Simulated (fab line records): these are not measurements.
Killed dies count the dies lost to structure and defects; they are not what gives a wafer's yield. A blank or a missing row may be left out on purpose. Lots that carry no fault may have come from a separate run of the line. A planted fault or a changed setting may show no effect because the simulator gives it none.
fab line records | flow n5-finfet
[record] lots = 9 | wafers = 27 | last-day = 18
route steps=1938 shown BEOL_M4@1057
lots untouched by any fault: they come from a run of this same line in which no faults occurred
start-h: hours from the record's first day to the start of the lot's first wafer shown | wait-h: hours from the lot's prior step to this one | " repeats the value in the row above | L1.1+2: several wafers, shown together as one row | - value missing, or start not given | * or withheld: withheld | < > ~ a bound
route shown NAME@n: a module of which the file shows steps, and the number in the route of the first | usual: mean/standard deviation taken from wafers without a fault | same: alike in all rows | chamber/n: place in a boat | sites: per-site readings | _std_site: how widely they spread, as a standard deviation | _edge_site: inner sites' mean taken away from outer sites' mean | radius-mm: for every site, how far away it sits from the centre of the wafer | mask NAME#n: copy n | behind: the most recent tool/chamber to have shaped the wafer | hold: cause of the lot's hold/its duration in hours/its outcome | device: the transistor (n, p or np) that didn't switch | end of line: tests of these same wafers at the route's end | a step with no rows: only its recipe | killed: at the first sort, the dies lost to defects and structure; wafer yield is something else | map: the dies of a wafer, with x for killed, . for not killed, _ for no die there
set.NAME: the setting the step ran with; set.NAME@STEP: the setting that earlier step ran with | model.NAME: the simulator's own value behind a step, which no gauge read
steps of the route over a sample of lots; a table a step, a row a wafer
services: a tool's chamber out of use, with start hour (start-h, from the record's first day; less than 0 if before it), hours out, and reason
[[steps]]
[step N5_BEOL_M4_OVL_MEAS_29]
[recipe] points-per-wafer = 522
[usual] V3_OVL = 0.3/0.62
lot.wafer | tool       | chamber | start-h | wait-h | V3_OVL[nm]
L639.3    | overlay-02 | 0       | 154.05  | 0.0    | 1.2
L639.4    | "          | 0       | "       | "      | 0.3
L639.6    | "          | 0       | "       | "      | -0.1
L645.3    | overlay-01 | 0       | 201.98  | 0.0    | 0.0
L645.4    | "          | 0       | "       | "      | -1.0
L645.5    | "          | 0       | "       | "      | 0.4
L648.1    | overlay-01 | 0       | 220.72  | 0.0    | 1.0
L648.3    | "          | 0       | "       | "      | 0.6
L648.5    | "          | 0       | "       | "      | 0.8
L650.2    | overlay-02 | 0       | 232.75  | 0.0    | 0.4
L650.4    | "          | 0       | "       | "      | 1.3
L650.5    | "          | 0       | "       | "      | 0.2
L655.2    | overlay-02 | 0       | 261.11  | 0.0    | -0.2
L655.5    | "          | 0       | "       | "      | -0.2
L655.6    | "          | 0       | "       | "      | -0.1
L654.2    | overlay-02 | 0       | 261.17  | 0.0    | 0.8
L654.4    | "          | 0       | "       | "      | 1.1
L654.5    | "          | 0       | "       | "      | 0.5
L657.1    | overlay-02 | 0       | 276.03  | 0.0    | -0.7
L657.2    | "          | 0       | "       | "      | 0.1
L657.6    | "          | 0       | "       | "      | -0.2
L658.1    | overlay-02 | 0       | 278.79  | 0.0    | -0.2
L658.4    | "          | 0       | "       | "      | 0.2
L658.5    | "          | 0       | "       | "      | -0.8
L661.2    | overlay-02 | 0       | 300.92  | 0.0    | -1.5
L661.3    | "          | 0       | "       | "      | -0.7
L661.5    | "          | 0       | "       | "      | -0.2
[step N5_BEOL_M4_ETCHBACK_99]
[recipe] chemistry = CHF3 | target = SiO2 | target-depth-a = 50 | time-s = 10.4 | source-w = 215 | bias-w = 47 | Ar_flow_sccm = 200 | CHF3_flow_sccm = 12 | ion-energy-ev = 100 | pressure-mtorr = 30
[usual] drypump-motor-current-A = 5.5/0.51 | oes_ar_750_au = 0.80/0.082 | oes-product-au = 0.80/0.082 | rf-vpp-V = 240/6.1 | showerhead-plenum-p-Torr = 2.16/0.066 | throttle-valve-pct = 16.9/0.31
lot.wafer | tool        | chamber | start-h | wait-h | drypump-motor-current-A | oes_ar_750_au | oes-product-au | rf-hours-counter-h | rf-vpp-V | showerhead-plenum-p-Torr | throttle-valve-pct
L639.3    | rie-diel-05 | 3       | 158.67  | 4.3    | 5.4                     | 0.70          | 0.68           | 235                | 240      | 2.14                     | 17.1
L639.4    | "           | 0       | "       | "      | 5.2                     | 0.80          | 0.79           | 93                 | 235      | 2.10                     | 16.8
L639.6    | "           | 2       | "       | "      | 5.6                     | 0.81          | 0.79           | -                  | 242      | 2.18                     | 17.0
L645.3    | rie-diel-05 | 2       | 206.06  | 2.4    | 5.6                     | 0.79          | 0.77           | 119                | 243      | 2.18                     | 17.1
L645.4    | "           | 1       | "       | "      | 4.8                     | 0.90          | 0.90           | -                  | 234      | 2.10                     | 16.4
L645.5    | "           | 0       | "       | "      | 5.2                     | 0.78          | 0.78           | -                  | 236      | 2.10                     | 16.9
L648.1    | rie-diel-05 | 3       | 222.21  | 0.3    | 5.4                     | 0.97          | 0.94           | 2                  | 241      | 2.13                     | 16.7
L648.3    | "           | 1       | "       | "      | 4.9                     | 0.88          | 0.88           | 35                 | 233      | 2.10                     | 16.4
L648.5    | "           | 2       | "       | "      | 5.6                     | 0.78          | 0.76           | -                  | 243      | 2.17                     | 17.1
L650.2    | rie-diel-05 | 0       | 237.00  | 3.8    | 5.3                     | 0.77          | 0.77           | 130                | 234      | 2.09                     | 16.9
L650.4    | "           | 1       | "       | "      | 4.8                     | 0.88          | 0.87           | 41                 | 233      | 2.09                     | 16.4
L650.5    | "           | 0       | "       | "      | 5.3                     | 0.76          | 0.77           | -                  | 236      | 2.09                     | 16.9
L655.2    | rie-diel-06 | 3       | 263.70  | 2.2    | 6.7                     | 0.68          | 0.69           | 240                | 243      | 2.19                     | 17.3
L655.5    | "           | 0       | "       | "      | 5.0                     | 0.85          | 0.86           | -                  | 246      | 2.27                     | 16.8
L655.6    | "           | 3       | "       | "      | 6.6                     | 0.68          | 0.68           | -                  | 244      | 2.19                     | 17.3
L654.2    | rie-diel-06 | 2       | 264.07  | 2.5    | 6.5                     | 0.70          | 0.68           | 251                | 229      | 2.04                     | 17.7
L654.4    | "           | 1       | "       | "      | 5.1                     | 0.94          | 0.93           | 9                  | 233      | 2.11                     | 16.7
L654.5    | "           | 3       | "       | "      | 6.6                     | 0.68          | 0.68           | -                  | 243      | 2.19                     | 17.3
L657.1    | rie-diel-02 | 3       | 280.63  | 3.9    | 5.8                     | 0.76          | 0.77           | 150                | 238      | 2.15                     | 16.9
L657.2    | "           | 2       | "       | "      | 5.3                     | 0.83          | 0.83           | 75                 | 252      | 2.25                     | 16.5
L657.6    | "           | 2       | "       | "      | 5.3                     | 0.83          | 0.83           | -                  | 253      | 2.25                     | 16.5
L658.1    | rie-diel-02 | 0       | 285.10  | 4.8    | 5.7                     | 0.80          | 0.79           | 111                | 242      | 2.09                     | 16.8
L658.4    | "           | 0       | "       | "      | 5.7                     | 0.79          | 0.78           | -                  | 242      | 2.09                     | 16.8
L658.5    | "           | 3       | "       | "      | 5.8                     | 0.76          | 0.76           | -                  | 238      | 2.15                     | 16.9
L661.2    | rie-diel-06 | 1       | 302.32  | 1.1    | 5.1                     | 0.89          | 0.89           | 24                 | 232      | 2.10                     | 16.7
L661.3    | "           | 0       | "       | "      | 5.0                     | 0.84          | 0.84           | 94                 | 246      | 2.26                     | 16.8
L661.5    | "           | 2       | "       | "      | 6.5                     | 1.01          | 1.00           | -                  | 234      | 2.31                     | 17.3
[step N5_BEOL_M4_VIA_ETCH_34]
[recipe] chemistry = C4F6/O2 | target-depth-a = 694 | mask-material = SOC | pressure-mtorr = 15 | ion-energy-ev = 250 | taper-deg = 4 | time-s = 65.9 | source-w = 350 | bias-w = 170 | Ar_flow_sccm = 300 | C4F6_flow_sccm = 10 | O2_flow_sccm = 10
[usual] drypump-motor-current-A = 5.5/0.51 | oes_ar_750_au = 0.80/0.082 | oes_f_703_au = 0.81/0.086 | oes_o_777_au = 0.81/0.086 | oes-product-au = 0.80/0.083 | rf-fwd-power-W = 347.1/1.1 | rf-vpp-V = 665/16 | showerhead-plenum-p-Torr = 2.85/0.084 | throttle-valve-pct = 30.5/0.37
lot.wafer | tool        | chamber | start-h | wait-h | drypump-motor-current-A | oes_ar_750_au | oes_f_703_au | oes_o_777_au | oes-product-au | rf-fwd-power-W | rf-hours-counter-h | rf-vpp-V | showerhead-plenum-p-Torr | throttle-valve-pct
L639.3    | rie-diel-05 | 3       | 158.82  | 0.0    | 5.4                     | 0.69          | 0.69         | 0.69         | 0.68           | 348.5          | 235                | 668      | 2.82                     | 30.9
L639.4    | "           | 0       | "       | "      | 5.3                     | 0.80          | 0.78         | 0.78         | 0.81           | 347.0          | 93                 | 653      | 2.78                     | 30.8
L639.6    | "           | 2       | "       | "      | 5.6                     | 0.81          | 0.80         | 0.79         | 0.80           | 347.7          | -                  | 672      | 2.88                     | 30.8
L645.3    | rie-diel-05 | 2       | 206.20  | 0.0    | 5.6                     | 0.79          | 0.78         | 0.77         | 0.77           | 348.2          | 119                | 672      | 2.87                     | 30.8
L645.4    | "           | 1       | "       | "      | 4.9                     | 0.91          | 0.93         | 0.94         | 0.90           | 345.0          | -                  | 646      | 2.77                     | 29.9
L645.5    | "           | 0       | "       | "      | 5.3                     | 0.78          | 0.77         | 0.76         | 0.79           | 347.7          | -                  | 652      | 2.77                     | 30.8
L648.1    | rie-diel-05 | 3       | 222.35  | 0.0    | 5.4                     | 0.96          | 0.97         | 0.97         | 0.97           | 348.8          | 2                  | 667      | 2.81                     | 30.6
L648.3    | "           | 1       | "       | "      | 4.9                     | 1.01          | 1.16         | 1.15         | 0.94           | 429.1          | 35                 | 582      | 2.77                     | 29.9
L648.5    | "           | 2       | "       | "      | 5.6                     | 0.78          | 0.77         | 0.75         | 0.77           | 346.1          | -                  | 672      | 2.87                     | 30.9
L650.2    | rie-diel-05 | 0       | 237.14  | 0.0    | 5.2                     | 0.77          | 0.75         | 0.75         | 0.77           | 349.0          | 130                | 653      | 2.77                     | 30.8
L650.4    | "           | 1       | "       | "      | 4.9                     | 0.99          | 1.14         | 1.15         | 0.92           | 430.5          | 41                 | 583      | 2.77                     | 29.9
L650.5    | "           | 0       | "       | "      | 5.2                     | 0.77          | 0.75         | 0.75         | 0.77           | 348.7          | -                  | 652      | 2.77                     | 30.8
L655.2    | rie-diel-06 | 3       | 263.84  | 0.0    | 6.6                     | 0.69          | 0.69         | 0.70         | 0.69           | 348.0          | 240                | 674      | 2.89                     | 30.7
L655.5    | "           | 0       | "       | "      | 5.0                     | 0.85          | 0.85         | 0.85         | 0.85           | 346.2          | -                  | 681      | 2.99                     | 30.4
L655.6    | "           | 3       | "       | "      | 6.6                     | 0.68          | 0.68         | 0.70         | 0.68           | 347.7          | -                  | 674      | 2.89                     | 30.7
L654.2    | rie-diel-06 | 2       | 264.21  | 0.0    | 6.5                     | 0.70          | 0.71         | 0.72         | 0.68           | 348.4          | 252                | 635      | 2.70                     | 31.4
L654.4    | "           | 1       | "       | "      | 5.1                     | 0.93          | 0.95         | 0.95         | 0.92           | 348.1          | 9                  | 650      | 2.78                     | 30.4
L654.5    | "           | 3       | "       | "      | 6.7                     | 0.68          | 0.69         | 0.70         | 0.68           | 346.1          | -                  | 674      | 2.89                     | 30.7
L657.1    | rie-diel-02 | 3       | 280.77  | 0.0    | 5.8                     | 0.76          | 0.76         | 0.77         | 0.77           | 346.5          | 150                | 654      | 2.84                     | 30.5
L657.2    | "           | 2       | "       | "      | 5.4                     | 0.83          | 0.84         | 0.86         | 0.83           | 347.7          | 75                 | 694      | 2.96                     | 30.1
L657.6    | "           | 2       | "       | "      | 5.4                     | 0.83          | 0.83         | 0.85         | 0.83           | 346.3          | -                  | 695      | 2.96                     | 30.0
L658.1    | rie-diel-02 | 0       | 285.24  | 0.0    | 5.7                     | 0.79          | 0.80         | 0.80         | 0.80           | 346.7          | 111                | 668      | 2.76                     | 30.5
L658.4    | "           | 0       | "       | "      | 5.7                     | 0.80          | 0.80         | 0.80         | 0.79           | 347.0          | -                  | 667      | 2.76                     | 30.6
L658.5    | "           | 3       | "       | "      | 5.8                     | 0.76          | 0.76         | 0.77         | 0.77           | 346.9          | -                  | 654      | 2.84                     | 30.5
L661.2    | rie-diel-06 | 1       | 302.46  | 0.0    | 5.1                     | 0.88          | 0.91         | 0.92         | 0.88           | 347.5          | 24                 | 646      | 2.78                     | 30.4
L661.3    | "           | 0       | "       | "      | 5.0                     | 0.83          | 0.84         | 0.84         | 0.83           | 344.7          | 94                 | 678      | 2.99                     | 30.4
L661.5    | "           | 2       | "       | "      | 6.4                     | 1.00          | 1.02         | 1.04         | 1.00           | 348.7          | -                  | 646      | 3.05                     | 31.4
[step N5_BEOL_M4_DEGAS_44]
[recipe] ambient = vacuum | temp-c = 250 | time-s = 60
[usual] heater-power-w = 349/15
lot.wafer | tool           | chamber | start-h | wait-h | heater-power-w
L639.3    | pvd-sputter-03 | -       | 159.45  | 0.2    | 360
L639.4    | "              | -       | "       | "      | 339
L639.6    | "              | -       | "       | "      | 338
L645.3    | pvd-sputter-03 | -       | 206.67  | 0.0    | 354
L645.4    | "              | -       | "       | "      | 333
L645.5    | "              | -       | "       | "      | 353
L648.1    | pvd-sputter-03 | -       | 222.80  | 0.0    | 354
L648.3    | "              | -       | "       | "      | 330
L648.5    | "              | -       | "       | "      | 378
L650.2    | pvd-sputter-02 | -       | 238.58  | 1.0    | 349
L650.4    | "              | -       | "       | "      | 346
L650.5    | "              | -       | "       | "      | 346
L655.2    | pvd-sputter-02 | -       | 264.52  | 0.3    | 348
L655.5    | "              | -       | "       | "      | 357
L655.6    | "              | -       | "       | "      | 348
L654.2    | pvd-sputter-03 | -       | 264.83  | 0.2    | 319
L654.4    | "              | -       | "       | "      | 353
L654.5    | "              | -       | "       | "      | 341
L657.1    | pvd-sputter-01 | -       | 281.86  | 0.6    | 344
L657.2    | "              | -       | "       | "      | 346
L657.6    | "              | -       | "       | "      | 334
L658.1    | pvd-sputter-02 | -       | 285.79  | 0.0    | 336
L658.4    | "              | -       | "       | "      | 351
L658.5    | "              | -       | "       | "      | 334
L661.2    | pvd-sputter-02 | -       | 303.37  | 0.4    | 362
L661.3    | "              | -       | "       | "      | 361
L661.5    | "              | -       | "       | "      | 330
[step N5_BEOL_M4_RC_MEAS_101]
[usual] DIBL_N = 36.5/1.4 | DIBL_P = 36.6/1.9 | IOFF_N = 0.167/0.029 | IOFF_P = 0.21/0.033 | ION_N = 674/12 | ION_P = 460/8.9 | SS_N = 71.6/0.57 | SS_P = 73.4/0.61 | VT_N = 249/3.3 | VT_P = -250/3.3
lot.wafer | tool      | chamber | start-h | wait-h | DIBL_N[mV/V] | DIBL_P[mV/V] | IOFF_N[nA/um] | IOFF_P[nA/um] | ION_N[uA/um] | ION_P[uA/um] | SS_N[mV/dec] | SS_P[mV/dec] | VT_N[mV] | VT_P[mV]
L639.3    | prober-01 | 0       | 164.05  | 0.9    | 34.9         | 35.9         | 0.152         | 0.17          | 682          | 454          | 71.5         | 73.3         | 250      | -254
L639.4    | "         | 0       | "       | "      | 34.5         | 35.7         | 0.133         | 0.18          | 660          | 449          | 71.4         | 73.7         | 251      | -253
L639.6    | "         | 0       | "       | "      | 37.4         | 37.8         | 0.186         | 0.20          | 670          | 453          | 72.5         | 73.2         | 244      | -253
L645.3    | prober-01 | 0       | 210.55  | 0.3    | 36.1         | 36.2         | 0.176         | 0.26          | 697          | 483          | 71.6         | 73.3         | 245      | -244
L645.4    | "         | 0       | "       | "      | 34.1         | 34.4         | 0.137         | 0.23          | 680          | 475          | 70.8         | 73.2         | 249      | -244
L645.5    | "         | 0       | "       | "      | 37.8         | 38.3         | 0.221         | 0.30          | 711          | 487          | 72.2         | 74.0         | 242      | -242
L648.1    | prober-02 | 0       | 226.25  | 0.0    | 37.5         | 40.1         | 0.170         | 0.22          | 682          | 463          | 71.9         | 73.5         | 251      | -251
L648.3    | "         | 0       | "       | "      | 35.7         | 38.1         | 0.151         | 0.20          | 666          | 461          | 72.4         | 73.6         | 250      | -252
L648.5    | "         | 0       | "       | "      | 35.2         | 36.2         | 0.130         | 0.16          | 657          | 447          | 71.7         | 73.6         | 251      | -257
L650.2    | prober-02 | 0       | 242.24  | 0.2    | 38.6         | 40.1         | 0.216         | 0.23          | 691          | 465          | 72.2         | 74.6         | 244      | -252
L650.4    | "         | 0       | "       | "      | 37.4         | 36.5         | 0.170         | 0.17          | 667          | 449          | 72.1         | 73.5         | 249      | -255
L650.5    | "         | 0       | "       | "      | 36.5         | 36.7         | 0.158         | 0.17          | 672          | 448          | 72.3         | 73.9         | 247      | -255
L654.2    | prober-01 | 0       | 268.55  | 0.2    | 36.4         | 35.7         | 0.127         | 0.16          | 656          | 444          | 71.0         | 72.9         | 255      | -257
L654.4    | "         | 0       | "       | "      | 40.3         | 39.6         | 0.217         | 0.22          | 674          | 453          | 72.3         | 74.0         | 245      | -252
L654.5    | "         | 0       | "       | "      | 36.8         | 35.8         | 0.137         | 0.16          | 656          | 449          | 71.5         | 73.3         | 252      | -258
L655.2    | prober-02 | 0       | 269.37  | 0.2    | 35.6         | 35.7         | 0.135         | 0.16          | 662          | 445          | 71.4         | 72.4         | 255      | -255
L655.5    | "         | 0       | "       | "      | 36.2         | 36.2         | 0.152         | 0.17          | 664          | 446          | 70.7         | 73.0         | 249      | -255
L655.6    | "         | 0       | "       | "      | 37.4         | 37.4         | 0.164         | 0.20          | 674          | 454          | 72.3         | 72.9         | 251      | -255
L657.1    | prober-02 | 0       | 286.76  | 0.0    | 35.4         | 35.2         | 0.142         | 0.17          | 675          | 463          | 71.0         | 72.1         | 249      | -251
L657.2    | "         | 0       | "       | "      | 36.2         | 34.6         | 0.146         | 0.16          | 669          | 446          | 71.2         | 73.0         | 252      | -256
L657.6    | "         | 0       | "       | "      | 35.8         | 35.9         | 0.151         | 0.18          | 684          | 466          | 71.3         | 73.0         | 252      | -254
L658.1    | prober-02 | 0       | 289.57  | 0.0    | 36.3         | 36.5         | 0.160         | 0.20          | 671          | 456          | 72.0         | 74.1         | 248      | -253
L658.4    | "         | 0       | "       | "      | 35.6         | 36.2         | 0.138         | 0.20          | 660          | 451          | 71.5         | 73.5         | 254      | -255
L658.5    | "         | 0       | "       | "      | 35.4         | 35.1         | 0.140         | 0.19          | 673          | 459          | 70.9         | 74.4         | 252      | -253
L661.2    | prober-01 | 0       | 308.71  | 0.2    | 35.2         | 34.8         | 0.133         | 0.19          | 649          | 452          | 72.1         | 72.1         | 252      | -252
L661.3    | "         | 0       | "       | "      | 35.4         | 35.0         | 0.141         | 0.20          | 670          | 462          | 71.4         | 72.8         | 250      | -251
L661.5    | "         | 0       | "       | "      | 36.6         | 36.5         | 0.165         | 0.21          | 663          | 447          | 72.4         | 71.9         | 249      | -251
[[services]]
tool        | chamber | start-h | hours | kind
rie-diel-02 | 0       | 151.41  | 1.6   | repair
rie-diel-06 | 2       | 168.37  | 33.9  | repair
rie-diel-06 | -       | 195.13  | 28.1  | pm
rie-diel-05 | 3       | 198.03  | -     | clean
rie-diel-05 | 3       | 198.03  | -     | consumable-replace:focus-ring
rie-diel-05 | 3       | 198.03  | 19.4  | scheduled-down
rie-diel-05 | 3       | 198.03  | 19.4  | vent-cycle
rie-diel-06 | 1       | 223.23  | -     | clean
rie-diel-06 | 1       | 223.23  | -     | consumable-replace:focus-ring
rie-diel-06 | 1       | 223.23  | 18.1  | scheduled-down
rie-diel-06 | 1       | 223.23  | 18.1  | vent-cycle
rie-diel-05 | -       | 250.18  | 0.4   | repair
rie-diel-02 | 1       | 268.76  | -     | clean
rie-diel-02 | 1       | 268.76  | -     | consumable-replace:focus-ring
rie-diel-02 | 1       | 268.76  | 20.5  | scheduled-down
rie-diel-06 | 2       | 280.14  | -     | clean
rie-diel-06 | 2       | 280.14  | -     | consumable-replace:focus-ring
rie-diel-06 | 2       | 280.14  | -     | consumable-replace:showerhead
rie-diel-06 | 2       | 280.14  | 20.4  | scheduled-down
rie-diel-06 | 2       | 280.14  | 20.4  | vent-cycle
rie-diel-06 | 3       | 300.71  | -     | clean
rie-diel-06 | 3       | 300.71  | -     | consumable-replace:focus-ring
rie-diel-06 | 3       | 300.71  | 15.2  | scheduled-down
rie-diel-06 | 3       | 300.71  | 15.2  | vent-cycle
[[key]]
[first-sign] step = N5_BEOL_M4_VIA_ETCH_34 | reading = rf-fwd-power-W | direction = up | sigmas = 72 | usual = * | struck = *
[effect] step = N5_BEOL_M4_VIA_ETCH_34 | reading = rf-vpp-V | direction = down | sigmas = 5.1 | usual = 665 | struck = 582
met-at N5_BEOL_M4_VIA_ETCH_34
struck-lots L648,L650
struck-wafers L648.3,L650.4
[baseline-loss] step = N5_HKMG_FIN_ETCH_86 | wafers = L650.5
not-acting-at N5_BEOL_M4_OVL_MEAS_29,N5_BEOL_M4_ETCHBACK_99,N5_BEOL_M4_DEGAS_44
onset-between 206.20 222.35
[fault] kind = process-parameter-drift | tool = rie-diel-05 | chamber = 1 | onset-h = 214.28 | steps = N5_BEOL_M4_VIA_ETCH_34 | channel = source-w | offset = 84 | shape = step | end-h = 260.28 | acts-in = these-recipes-only | stated = 350
// baseline-loss: these wafers lose ten dies or more at that step, a loss of the line's own and not of a fault; the sort's usual values leave them out
